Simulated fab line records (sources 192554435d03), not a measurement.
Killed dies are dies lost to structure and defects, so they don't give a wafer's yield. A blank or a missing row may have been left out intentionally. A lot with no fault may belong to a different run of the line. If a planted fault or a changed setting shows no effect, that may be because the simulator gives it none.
Struck lot and sound lot, side by side    flow n5-finfet    15 steps out of a route of 1938
Sound: these wafers, L438.1, L438.4, L438.5. Struck: wafer L444.1 (left out: L444.3, a lot-mate that was not struck); the cause follows at the end.
Each step with rows lists, per side, the tool, then ch with its chambers, then its first start. Under that, the readings that differ: sound wafers    struck wafers    difference of the means    sigmas: that difference in standard deviations of wafers without a fault.
alike: words and numbers the same on both sides, and readings whose means are apart by under 2 such deviations; not compared: readings that were withheld, readings missing a value for some wafer, numbers with overlapping values and no deviation given by the record, and bounds like >300 which may hide the same value.
The two part at a step that has a row with sigmas, a row that says differs or no value, or rows on one side only. Non-overlapping numbers with no deviation appear without sigmas and do not part them. A reading that every wafer of one side lacks parts them only if that side has two wafers or more.

N5_BEOL_M10_STRIP_77: strips in N2/H2, time 10 s.
  sound: rie-diel-04 ch 2,3; struck: rie-diel-06 ch 2
reading                 sound           struck  difference  sigmas
throttle-valve-pct (%)  23.2 23.1 23.2  24.0    +0.8        +2
  alike: drypump-motor-current-A, oes-product-au, rf-vpp-V, showerhead-plenum-p-Torr
  not compared: rf-hours-counter-h
N5_BEOL_M10_OCD_MEAS_38:
  struck on ocd-01, day 14 12:18; sound on ocd-02, day 13 00:05
  alike: trench-depth-nm
then, 4 steps without rows for these wafers: N5_BEOL_M10_HM_STRIP_39 (strips TiN in peroxide tin strip, target depth 25 nm, time 158 s); N5_BEOL_M10_SRD_40 (time 30 s); N5_BEOL_M10_PRECLEAN_42 (cleans in residue remover, time 60 s); N5_BEOL_M10_SRD_43 (time 30 s).
N5_BEOL_M10_CD_MEAS_35: target cd 70 nm.
  struck on cd-sem-01, day 14 12:27; sound on cd-sem-03, day 13 00:14
reading     sound           struck  difference  sigmas
cd-nm (nm)  71.4 70.7 70.5  69.7    -1.2        -2
then, 1 step without rows for these wafers: N5_BEOL_M10_CURE_72 (cures SiCOH lowk, time 120 s).
N5_BEOL_M10_DEGAS_44: time 60 s.
  struck on pvd-sputter-02, day 14 13:12; sound on pvd-sputter-02, day 13 00:44
  alike: heater-power-w
N5_BEOL_M10_PRE_CLEAN_45: time 30 s.
  struck on pvd-sputter-02, day 14 13:14; sound on pvd-sputter-02, day 13 00:47
  alike: heater-power-w
N5_BEOL_M10_ALD_74: deposits TaN, target thk 2 nm, pulse time 2 s, purge time 3 s.
  sound on ald-metal-03 ch 1,2, day 13 00:50; struck on ald-metal-04 ch 3, day 14 13:18
  alike: heater-power-w, precursor-vessel-pressure-torr, precursor-vessel-temp-c
following that, these wafers have no rows for 1 step: N5_BEOL_M10_SURFACE_TREAT_76.
N5_BEOL_M10_CVD_75: deposits Co from CCTBA/H2, target thk 2 nm, time 138.9 s.
  sound on cvd-co-01 ch 0,1,2, day 13 02:30; struck on cvd-co-01 ch 1, day 14 13:53
reading           sound              struck  difference  sigmas
run-length-s (s)  161.1 162.4 162.4  159.1   -2.9        -5
N5_BEOL_M10_SPUTTER_48: material Cu, target thk 12 nm, time 2 s.
  struck on pvd-sputter-01, day 14 14:06; sound on pvd-sputter-01, day 13 02:43
  alike: chamber-pressure-pa, throttle-valve-pct
N5_PASSIVATION_PROBE_49:
  sound wafers here have rows in the record (prober-01, day 15 21:04); struck ones have none

== WHERE THEY PART ==
Last at N5_PASSIVATION_PROBE_49 as far as this record goes, first at N5_BEOL_M10_STRIP_77.

WHY: whatever the simulator had introduced
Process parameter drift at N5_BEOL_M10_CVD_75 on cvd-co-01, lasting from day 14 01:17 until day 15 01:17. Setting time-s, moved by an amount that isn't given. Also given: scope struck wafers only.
